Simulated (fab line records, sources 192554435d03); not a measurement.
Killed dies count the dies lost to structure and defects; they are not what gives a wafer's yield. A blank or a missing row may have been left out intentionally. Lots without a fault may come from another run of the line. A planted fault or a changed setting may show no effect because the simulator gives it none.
fab line records | flow n5-finfet
record: lots: 4 wafers: 12 last-day: 19
route steps=1938 shown BEOL_M4@1099 BEOL_M5@1112 BEOL_M11@1578 PASSIVATION@1936
lots untouched by any fault: they come from a run of this same line in which no faults occurred
start-h: the number of hours between the record's first day and the start of the first shown wafer of the lot | wait-h: how many hours have passed since the lot's step before this one | " as in the row above | L1.1+2: a single row standing in for several wafers | - no value present, or no start provided | * or withheld: withheld | < > ~ a bound
route shown NAME@n: a module of which the file shows steps, and the number in the route of the first | usual: average and standard deviation across the fault-free wafers | same: alike in all rows | chamber/n: place in a boat | sites: per-site readings | _std_site: standard deviation of those values | _edge_site: inner sites' mean taken away from outer sites' mean | radius-mm: how far each site lies from the wafer's centre | mask NAME#n: copy n | behind: the tool/chamber that last shaped the wafer | hold: cause of the lot's hold/its duration in hours/its outcome | device: the n, p or np transistor that did not switch | end of line: the route-end tests of the same wafers | where a step has no rows: the recipe by itself | killed: count of dies lost to structure and defects at first sort (not the wafer's yield) | map: shows each die of a wafer: x if killed, . if not, _ if none is there
set.NAME: the setting the step ran with; set.NAME@STEP: the setting that earlier step ran with | model.NAME: the simulator's own value behind a step, which no gauge read
lots at selected steps of the route; one table per step, one row per wafer
services: a tool's chamber out of use, with start hour (start-h, from the record's first day; less than 0 if before it), hours out, and reason
== steps ==
step: N5_BEOL_M4_ANNEAL_95
recipe: temp-c: 400 time-s: 240 ambient: vacuum
step: N5_BEOL_M4_SPUTTER_96
recipe: material: Cu target-thk-a: 45 temp-c: -20 chamber-pressure-pa: 0.07 power-w: withheld time-s: 8.29
step: N5_BEOL_M4_ECD_50
recipe: material: Cu target-thk-a: 3000
step: N5_BEOL_M4_ANNEAL_51
recipe: temp-c: 225 time-s: 90 ambient: N2
step: N5_BEOL_M4_CMP_52
recipe: stop-on: SiOC t-overpolish-s: 6.8 down-force-psi: 1 platen-rpm: 50 clearing-platen-down-force-psi: 1.5 clearing-platen-rpm: 50 post-cmp-clean: cu-alkaline target-thk-nm: 40 clearing-platen-pad-velocity-m-s: 0.99484 pad-velocity-m-s: 0.99484
step: N5_BEOL_M4_PRE_CLEAN_60
recipe: gas: NH3/H2 time-s: 15 temp-c: * rf-power-w: 300
step: N5_BEOL_M4_CO_CAP_55
recipe: material: Co target-thk-a: 20 temp-c: 200 precursor: CCTBA/H2 pressure-torr: 30 time-s: 102.1
step: N5_BEOL_M4_PRE_CLEAN_56
recipe: gas: NH3 time-s: 15 temp-c: withheld rf-power-w: 300
step: N5_BEOL_M4_DEP_57
recipe: material: SiCN target-thk-a: 80 temp-c: withheld precursor: 3MS/NH3 pressure-torr: 3 rf-w: 202 time-s: 14
step: N5_BEOL_M4_RC_MEAS_101
usual: DIBL_N: 36.8/1.9 DIBL_P: 36.5/2.1 IOFF_N: 0.17/0.038 IOFF_P: 0.22/0.039 ION_N: 675/12 ION_P: 463/7.4 SS_N: 71.6/0.71 SS_P: 73.4/0.72 VT_N: 249/3.3 VT_P: -250/3.3
columns lot.wafer tool chamber start-h wait-h DIBL_N[mV/V] DIBL_P[mV/V] IOFF_N[nA/um] IOFF_P[nA/um] ION_N[uA/um] ION_P[uA/um] SS_N[mV/dec] SS_P[mV/dec] VT_N[mV] VT_P[mV]
L504.1 prober-01 0 195.21 0.0 36.1 36.4 0.17 0.20 673 457 71.9 73.3 249 -252
L504.4 " 0 " " 33.4 35.0 0.13 0.19 657 456 70.4 73.3 252 -250
L504.6 " 0 " " 34.6 35.9 0.15 0.20 668 454 71.4 73.4 251 -254
L519.4 prober-01 0 314.00 0.5 41.1 42.4 0.24 0.27 688 466 73.0 74.7 245 -251
L519.5 " 0 " " 38.4 38.9 0.18 0.21 679 455 71.9 74.4 247 -251
L519.6 " 0 " " 36.6 36.7 0.14 0.18 668 456 71.1 74.0 251 -257
L521.1 prober-02 0 330.21 0.0 33.8 33.3 0.12 0.16 673 464 70.2 72.9 255 -254
L521.5 " 0 " " 33.5 32.1 0.10 0.14 678 463 71.0 73.0 257 -257
L521.6 " 0 " " 33.9 32.7 0.11 0.14 672 459 70.6 73.0 252 -255
L524.1 prober-01 0 332.91 0.0 36.1 34.4 0.12 0.19 657 457 71.6 72.0 255 -252
L524.3 " 0 " " 37.9 36.8 0.16 0.23 669 467 71.6 73.1 250 -249
L524.5 " 0 " " 38.9 38.2 0.19 0.25 690 467 72.1 73.6 249 -247
step: N5_BEOL_M5_ILD_DEP_00
recipe: material: SiCOH_lowk target-thk-a: 1406.4 temp-c: 300 precursor: DEMS/porogen pressure-torr: 5 rf-w: 500 time-s: 25.9
step: N5_BEOL_M5_CURE_79
recipe: temp-c: 385 time-s: 240 ambient: He/Ar material: SiCOH_lowk
step: N5_BEOL_M5_PECVD_70
recipe: material: SiO2 target-thk-a: 160 temp-c: 400 precursor: TEOS/O2 pressure-torr: 5.5 rf-w: 450 teos-flow-sccm: 53.8 gas: O2 flow-sccm: 3000 time-s: 18
step: N5_BEOL_M5_HM_DEP_02
recipe: material: TiN target-thk-a: 200 temp-c: 25 chamber-pressure-pa: 0.49996
step: N5_BEOL_M5_COAT_59
recipe: resist: SOC temp-c: 250 time-s: 60 spin-rpm: 1500 resist-thk-nm: 60
step: N5_BEOL_M5_COAT_60
recipe: resist: SiARC temp-c: 220 time-s: 60 spin-rpm: 1500 resist-thk-nm: 12
step: N5_BEOL_M5_COAT_71
recipe: resist: underlayer temp-c: 205 time-s: 60 spin-rpm: 1500 resist-thk-nm: 5
step: N5_BEOL_M5_COAT_05
recipe: resist: CAR-EUV spin-rpm: 1500 resist-thk-nm: 30
step: N5_BEOL_M5_EBR_07
recipe: solvent: PGMEA ebr-width-mm: 1.5
step: N5_BEOL_M5_SOFTBAKE_06
recipe: temp-c: 110 time-s: 60 resist: CAR-EUV
step: N5_BEOL_M5_EXPOSE_08
recipe: mask-id: M5 na: 0.33 source-shape: annular sigma-inner: 0.4 sigma-outer: 0.8 polarization: unpolarized target-cd-nm: 28 dose-mj: 35.75
step: N5_BEOL_M5_PEB_09
recipe: peb-temp-c: 100 peb-time-s: 60 resist: CAR-EUV
step: N5_BEOL_M5_DEVELOP_10
recipe: develop-time-s: 30 developer: TMAH resist: CAR-EUV rinse-liquid: surfactant-rinse dry: air-spin dev-temp-c: 23
step: N5_BEOL_M5_DESCUM_16
recipe: chemistry: O2 time-s: 7 source-power-w: 50 bias-power-w: 20 pressure-mtorr: 20 rf-frequency-hz: 2.712e+07 temp-c: 40 resist: CAR-EUV o2-flow-sccm: 225
step: N5_BEOL_M5_ETCH_72
recipe: chemistry: N2/H2 target: underlayer target-depth-a: 65 mask-material: CAR-EUV time-s: 5.2 ion-energy-ev: 200 pressure-mtorr: 30 source-w: 840 bias-w: 150 n2-flow-sccm: 200 h2-flow-sccm: 200 ends: cleared
step: N5_BEOL_M5_ETCH_61
recipe: chemistry: CF4 target: SiARC target-depth-a: 156 mask-material: CAR-EUV time-s: 26 ion-energy-ev: 80 pressure-mtorr: 40 source-w: 545 bias-w: 36 Ar_flow_sccm: 100 cf4-flow-sccm: 100 ends: cleared
step: N5_BEOL_M5_ETCH_62
recipe: chemistry: N2/H2 target: SOC target-depth-a: 750 overetch-a: 150 mask-material: SiARC temp-c: 40 time-s: 112.5 ion-energy-ev: 200 pressure-mtorr: 30 source-w: 840 bias-w: 150 n2-flow-sccm: 200 h2-flow-sccm: 200
step: N5_BEOL_M5_STRIP_63
recipe: chemistry: N2/H2 temp-c: 40 n2-flow-sccm: 200 h2-flow-sccm: 200 rf-frequency-hz: 6e+07
step: N5_BEOL_M5_STRIP_73
recipe: chemistry: N2/H2 temp-c: 40 n2-flow-sccm: 200 h2-flow-sccm: 200 rf-frequency-hz: 6e+07
step: N5_BEOL_M5_STRIP_64
recipe: chemistry: CF4 resist: SiARC power-w: 300 bias-power-w: 75 pressure-mtorr: 50 cf4-flow-sccm: 150 rf-frequency-hz: 6e+07
step: N5_BEOL_M5_HM_OPEN_17
recipe: chemistry: Cl2/BCl3 target-depth-a: 200 overetch-a: 60 target: TiN mask-material: SOC ion-energy-ev: 150 pressure-mtorr: 10 icp-w: 1000 bias-w: 126 Cl2_flow_sccm: 53.25 bcl3-flow-sccm: 21.75 Ar_flow_sccm: 25
step: N5_BEOL_M5_STRIP_19
recipe: chemistry: O2 power-w: 400 temp-c: 40 pressure-mtorr: 30 rf-frequency-hz: 6e+07 bias-power-w: 0 overash-fraction: 0.2 o2-flow-sccm: 225
step: N5_BEOL_M5_COAT_65
recipe: resist: SOC temp-c: 250 time-s: 60 spin-rpm: 1500 resist-thk-nm: 60
step: N5_BEOL_M5_COAT_66
recipe: resist: SiARC temp-c: 220 time-s: 60 spin-rpm: 1500 resist-thk-nm: 12
step: N5_BEOL_M11_TRENCH_ETCH_37
recipe: chemistry: C4F6/O2 target-depth-a: 1488.3 target: SiCOH_lowk time-s: 48 ion-energy-ev: 250 pressure-mtorr: 30 source-w: 345 bias-w: 185 Ar_flow_sccm: 300 C4F6_flow_sccm: 10 O2_flow_sccm: 10
usual: C4F6_flow_sccm: 10.001/0.03 O2_flow_sccm: 10.00/0.032 drypump-motor-current-A: 6.1/0.49 oes-product-au: 0.76/0.087 rf-vpp-V: 669/12 showerhead-plenum-p-Torr: 2.83/0.093 throttle-valve-pct: 20.96/0.27
columns lot.wafer tool chamber start-h wait-h C4F6_flow_sccm O2_flow_sccm drypump-motor-current-A oes-product-au rf-hours-counter-h rf-vpp-V showerhead-plenum-p-Torr throttle-valve-pct model.TiN_of_BEOL_M11_HM_DEP_02.thk-nm
L504.1 rie-diel-06 1 250.43 - 10.058 9.99 5.8 0.74 164 679 2.72 20.59 16.2
L504.4 " 0 " " 9.986 10.00 6.4 0.87 53 671 2.90 20.77 16
L504.6 " 2 " " 9.996 9.98 6.7 0.70 - 672 2.71 21.20 16
L519.4 rie-diel-06 0 376.32 - - - - - - - - - 19.4
L519.5 " 1 " " - - - - - - - - 19.8
L519.6 " 3 " " - - - - - - - - 19.4
L521.1 rie-diel-06 0 389.62 - - - - - - - - - 19.4
L521.5 " 2 " " - - - - - - - - 19.6
L521.6 " 1 " " - - - - - - - - 19.4
L524.1 rie-diel-06 0 399.81 - 9.964 10.00 6.5 0.83 96 673 2.88 20.83 15.8
L524.3 " 2 " " 9.945 10.05 6.7 0.95 17 684 3.04 20.94 15.6
L524.5 " 3 " " 10.031 10.01 5.6 0.69 - 687 2.93 21.23 16
step: N5_BEOL_M11_OCD_MEAS_38
usual: trench-depth-nm: 148/3.8
columns lot.wafer tool chamber start-h wait-h trench-depth-nm
L504.1 ocd-02 - 250.62 - 146
L504.4 " - " " 152
L504.6 " - " " 149
L519.4 ocd-01 - 376.48 - 0
L519.5 " - " " 0
L519.6 " - " " 0
L521.1 ocd-01 - 389.80 - 0
L521.5 " - " " 0
L521.6 " - " " 0
L524.1 ocd-01 - 399.99 - 152
L524.3 " - " " 155
L524.5 " - " " 152
step: N5_BEOL_M11_CMP_52
recipe: stop-on: SiCOH_lowk t-overpolish-s: 7 down-force-psi: 1 platen-rpm: 50 clearing-platen-down-force-psi: 1.5 clearing-platen-rpm: 50 post-cmp-clean: cu-alkaline target-thk-nm: 140 clearing-platen-pad-velocity-m-s: 0.99484 pad-velocity-m-s: 0.99484
usual: clearing-platen-rpm: 50.001/0.026 motor-current-A: 5.7/0.72
columns lot.wafer tool chamber start-h wait-h clearing-platen-rpm motor-current-A model.Cu_of_BEOL_M11_ECD_50.thk-nm
L504.1 cmp-03 1 254.94 0.3 50.018 6.2 138.2
L504.4 " 2 " " 49.971 5.8 143.6
L504.6 " 1 " " 50.050 6.1 143.4
L519.4 cmp-03 1 380.44 0.3 49.988 6.3 0.4
L519.6 " 2 " " 49.998 6.1 0
L519.5 " 3 " " 50.043 5.4 0.6
L521.1 cmp-03 0 391.83 0.4 49.994 5.8 0
L521.5 " 1 " " 49.996 6.1 0
L521.6 " 2 " " 49.981 5.9 0
L524.1 cmp-02 2 403.43 0.3 49.954 4.5 144.4
L524.3 " 3 " " 49.969 6.7 147.2
L524.5 " 1 " " 50.008 5.2 142.6
step: N5_PASSIVATION_PROBE_49
usual: defect-limited-yield: 91.3/1.4 killed_at_M0_to_M3: 33/11 killed_at_M4_up: 15/6.2 killed-at-contacts: 13/6.5 killed-at-front-end: 38/11 killed-at-other: 3.4/2.6 killed-dies: 102/17 killed-on-rim: 13/4.1 killed-open: 67/12 killed-short: 34/7.9 sort_bin_5_function: 5.1/0.88 sort_bin_6_memory: 3.3/0.65 sort-n-pass: 1078/17 sort-yield-pct: 91.3/1.4
same: gross-dies: 1180 killed-at-back-side: 0 sort_bin_4_leakage[%]: 0 sort_bin_8_speed[%]: 0
columns lot.wafer tool chamber start-h wait-h defect-limited-yield[%] killed_at_M0_to_M3 killed_at_M4_up killed-at-contacts killed-at-front-end killed-at-other killed-dies killed-on-rim killed-open killed-short sort_bin_5_function[%] sort_bin_6_memory[%] sort-n-pass sort-yield-pct[%]
L519.4 prober-02 - 420.28 0.2 0 31 1093 17 35 4 1180 152 59 42 96.0 3.7 0 0
L519.5 prober-02 - 420.33 0.2 0 21 1115 13 28 3 1180 152 54 26 97.3 2.5 0 0
L519.6 prober-02 - 420.38 0.3 0 28 1089 21 40 2 1180 152 67 38 96.0 3.3 0 0
L521.1 prober-02 - 434.76 0.7 0 21 1116 16 22 5 1180 152 52 26 97.8 1.8 0 0
L521.5 prober-02 - 434.96 0.9 0 23 1112 19 22 4 1180 152 47 24 97.3 2.4 0 0
L521.6 prober-02 - 435.01 1.0 0 25 1078 21 48 8 1180 152 80 30 95.9 3.8 0 0
killed by level:class
L519.4 BEOL_M11:area-etch=1078 MOL_CONTACT_COAG:geometric-particle:open=16 FIN_SAQP:geometric-particle:short=13 FIN_SAQP:geometric-particle:open=10 BEOL_M3:geometric-particle:short=8 BEOL_M0_SAQP:geometric-particle:open=4 BEOL_M0_SAQP:geometric-particle:short=4 BEOL_M2:geometric-particle:open=4
L519.5 BEOL_M11:area-etch=1100 MOL_CONTACT_COAG:geometric-particle:open=13 BEOL_M4:geometric-particle:open=8 FIN_SAQP:geometric-particle:short=6 STI_FIN_REVEAL:geometric-particle:open=6 BEOL_M0_SAQP:geometric-particle:short=4 STARTING-WAFER:geometric-particle:short=4 FIN_SAQP:geometric-particle:open=3
L519.6 BEOL_M11:area-etch=1071 MOL_CONTACT_COAG:geometric-particle:open=18 FIN_SAQP:geometric-particle:short=13 BEOL_M0_SAQP:geometric-particle:short=8 FIN_SAQP:geometric-particle:open=7 BEOL_M4:geometric-particle:open=7 BEOL_M5:geometric-particle:open=6 BEOL_M0_SAQP:geometric-particle:open=5
L521.1 BEOL_M11:area-etch=1101 MOL_CONTACT_COAG:geometric-particle:open=13 BEOL_M3:geometric-particle:open=5 STI_FIN_REVEAL:geometric-particle:open=4 BEOL_M1:geometric-particle:open=4 BEOL_M1:geometric-particle:short=4 MOL_CONTACT_COAG:geometric-particle:short=3 BEOL_M0:geometric-particle:open=3
L521.5 BEOL_M11:area-etch=1105 MOL_CONTACT_COAG:geometric-particle:open=13 MOL_CONTACT_COAG:geometric-particle:short=6 BEOL_M2:geometric-particle:open=5 BEOL_M0:geometric-particle:open=4 BEOL_M0_SAQP:geometric-particle:open=4 ZERO_LAYER:coat-microbubble-printed=4 STI_FIN_REVEAL:geometric-particle:open=3
L521.6 BEOL_M11:area-etch=1069 STI_FIN_REVEAL:geometric-particle:open=18 MOL_CONTACT_COAG:geometric-particle:open=14 MOL_CONTACT_COAG:geometric-particle:short=7 BEOL_M0_SAQP:geometric-particle:open=6 DUMMY_GATE:geometric-particle:open=5 BEOL_M2:geometric-particle:open=5 STI_FIN_REVEAL:geometric-particle:short=4
map L519.4 (x killed, . not)
_________________xxxxxxxxxxxx________________
______________xxxxxxxxxxxxxxxxxx_____________
___________xxxxxxxxxxxxxxxxxxxxxxxx__________
__________xxxxxxxxxxxxxxxxxxxxxxxxxx_________
________xxxxxxxxxxxxxxxxxxxxxxxxxxxxxx_______
_______xxxxxxxxxxxxxxxxxxxxxxxxxxxxxxxx______
______xxxxxxxxxxxxxxxxxxxxxxxxxxxxxxxxxx_____
_____xxxxxxxxxxxxxxxxxxxxxxxxxxxxxxxxxxxx____
____xxxxxxxxxxxxxxxxxxxxxxxxxxxxxxxxxxxxxx___
___xxxxxxxxxxxxxxxxxxxxxxxxxxxxxxxxxxxxxxxx__
___xxxxxxxxxxxxxxxxxxxxxxxxxxxxxxxxxxxxxxxx__
__xxxxxxxxxxxxxxxxxxxxxxxxxxxxxxxxxxxxxxxxxx_
__xxxxxxxxxxxxxxxxxxxxxxxxxxxxxxxxxxxxxxxxxx_
_xxxxxxxxxxxxxxxxxxxxxxxxxxxxxxxxxxxxxxxxxxxx
_xxxxxxxxxxxxxxxxxxxxxxxxxxxxxxxxxxxxxxxxxxxx
_xxxxxxxxxxxxxxxxxxxxxxxxxxxxxxxxxxxxxxxxxxxx
_xxxxxxxxxxxxxxxxxxxxxxxxxxxxxxxxxxxxxxxxxxxx
_xxxxxxxxxxxxxxxxxxxxxxxxxxxxxxxxxxxxxxxxxxxx
_xxxxxxxxxxxxxxxxxxxxxxxxxxxxxxxxxxxxxxxxxxxx
_xxxxxxxxxxxxxxxxxxxxxxxxxxxxxxxxxxxxxxxxxxxx
_xxxxxxxxxxxxxxxxxxxxxxxxxxxxxxxxxxxxxxxxxxxx
__xxxxxxxxxxxxxxxxxxxxxxxxxxxxxxxxxxxxxxxxxx_
__xxxxxxxxxxxxxxxxxxxxxxxxxxxxxxxxxxxxxxxxxx_
___xxxxxxxxxxxxxxxxxxxxxxxxxxxxxxxxxxxxxxxx__
___xxxxxxxxxxxxxxxxxxxxxxxxxxxxxxxxxxxxxxxx__
____xxxxxxxxxxxxxxxxxxxxxxxxxxxxxxxxxxxxxx___
_____xxxxxxxxxxxxxxxxxxxxxxxxxxxxxxxxxxxx____
______xxxxxxxxxxxxxxxxxxxxxxxxxxxxxxxxxx_____
_______xxxxxxxxxxxxxxxxxxxxxxxxxxxxxxxx______
________xxxxxxxxxxxxxxxxxxxxxxxxxxxxxx_______
__________xxxxxxxxxxxxxxxxxxxxxxxxxx_________
___________xxxxxxxxxxxxxxxxxxxxxxxx__________
______________xxxxxxxxxxxxxxxxxx_____________
_________________xxxxxxxxxxxx________________
map L521.1 (x killed, . not)
_________________xxxxxxxxxxxx________________
______________xxxxxxxxxxxxxxxxxx_____________
___________xxxxxxxxxxxxxxxxxxxxxxxx__________
__________xxxxxxxxxxxxxxxxxxxxxxxxxx_________
________xxxxxxxxxxxxxxxxxxxxxxxxxxxxxx_______
_______xxxxxxxxxxxxxxxxxxxxxxxxxxxxxxxx______
______xxxxxxxxxxxxxxxxxxxxxxxxxxxxxxxxxx_____
_____xxxxxxxxxxxxxxxxxxxxxxxxxxxxxxxxxxxx____
____xxxxxxxxxxxxxxxxxxxxxxxxxxxxxxxxxxxxxx___
___xxxxxxxxxxxxxxxxxxxxxxxxxxxxxxxxxxxxxxxx__
___xxxxxxxxxxxxxxxxxxxxxxxxxxxxxxxxxxxxxxxx__
__xxxxxxxxxxxxxxxxxxxxxxxxxxxxxxxxxxxxxxxxxx_
__xxxxxxxxxxxxxxxxxxxxxxxxxxxxxxxxxxxxxxxxxx_
_xxxxxxxxxxxxxxxxxxxxxxxxxxxxxxxxxxxxxxxxxxxx
_xxxxxxxxxxxxxxxxxxxxxxxxxxxxxxxxxxxxxxxxxxxx
_xxxxxxxxxxxxxxxxxxxxxxxxxxxxxxxxxxxxxxxxxxxx
_xxxxxxxxxxxxxxxxxxxxxxxxxxxxxxxxxxxxxxxxxxxx
_xxxxxxxxxxxxxxxxxxxxxxxxxxxxxxxxxxxxxxxxxxxx
_xxxxxxxxxxxxxxxxxxxxxxxxxxxxxxxxxxxxxxxxxxxx
_xxxxxxxxxxxxxxxxxxxxxxxxxxxxxxxxxxxxxxxxxxxx
_xxxxxxxxxxxxxxxxxxxxxxxxxxxxxxxxxxxxxxxxxxxx
__xxxxxxxxxxxxxxxxxxxxxxxxxxxxxxxxxxxxxxxxxx_
__xxxxxxxxxxxxxxxxxxxxxxxxxxxxxxxxxxxxxxxxxx_
___xxxxxxxxxxxxxxxxxxxxxxxxxxxxxxxxxxxxxxxx__
___xxxxxxxxxxxxxxxxxxxxxxxxxxxxxxxxxxxxxxxx__
____xxxxxxxxxxxxxxxxxxxxxxxxxxxxxxxxxxxxxx___
_____xxxxxxxxxxxxxxxxxxxxxxxxxxxxxxxxxxxx____
______xxxxxxxxxxxxxxxxxxxxxxxxxxxxxxxxxx_____
_______xxxxxxxxxxxxxxxxxxxxxxxxxxxxxxxx______
________xxxxxxxxxxxxxxxxxxxxxxxxxxxxxx_______
__________xxxxxxxxxxxxxxxxxxxxxxxxxx_________
___________xxxxxxxxxxxxxxxxxxxxxxxx__________
______________xxxxxxxxxxxxxxxxxx_____________
_________________xxxxxxxxxxxx________________
== services ==
columns tool chamber start-h hours kind
cmp-03 - 235.46 3.2 repair
cmp-02 - 237.45 4.0 pm
rie-diel-06 1 240.99 8.6 repair
cmp-02 - 241.45 - consumable-replace:conditioner
cmp-02 - 241.45 - consumable-replace:pad
cmp-02 - 246.51 0.8 repair
cmp-03 - 283.89 7.5 pm
cmp-02 - 289.29 2.2 repair
rie-diel-06 2 304.96 - clean
rie-diel-06 2 304.96 - consumable-replace:focus-ring
rie-diel-06 2 304.96 - consumable-replace:showerhead
rie-diel-06 2 304.96 12.3 scheduled-down
rie-diel-06 2 304.96 12.3 vent-cycle
cmp-03 - 308.07 11.6 pm
cmp-02 - 319.89 0.4 repair
rie-diel-06 1 319.92 6.7 repair
cmp-03 - 329.75 10.7 repair
cmp-02 - 348.41 0.5 repair
cmp-03 - 351.22 4.0 pm
cmp-03 - 355.22 - consumable-replace:conditioner
cmp-03 - 355.22 - consumable-replace:pad
rie-diel-06 3 357.07 4.4 repair
cmp-02 - 373.54 8.1 pm
== key ==
first-sign: step: N5_BEOL_M11_TRENCH_ETCH_37 reading: tool-record direction: missing
effect: step: N5_BEOL_M11_OCD_MEAS_38 reading: trench-depth-nm direction: down sigmas: 39 usual: 148 struck: 0
effect: step: N5_PASSIVATION_PROBE_49 reading: killed_at_M4_up direction: up sigmas: 99+ usual: 15 struck: 1100
model-effect: step: N5_BEOL_M11_TRENCH_ETCH_37 value: TiN_of_BEOL_M11_HM_DEP_02.thk-nm without: 15.37 struck: 19.5
model-effect: step: N5_BEOL_M11_CMP_52 value: Cu_of_BEOL_M11_ECD_50.thk-nm without: 139.1 struck: 0.1667
more-kills-born-at: N5_BEOL_M11_TRENCH_ETCH_37@rie-diel-06: 6524
met-at N5_BEOL_M11_TRENCH_ETCH_37
struck-wafers L519.4,L519.5,L519.6,L521.1,L521.5,L521.6
later-rows-left-out L519.4,L519.5,L519.6,L521.1,L521.5,L521.6
onset-between 250.43 376.32
fault: kind: skipped-step-whole tool: rie-diel-06 chamber: - onset-h: 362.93 steps: N5_BEOL_M11_TRENCH_ETCH_37 scope: struck-lots-only
later-rows-left-out: the simulator's readings of these wafers behind a module that went badly wrong aren't trusted and aren't shown, but for the sort
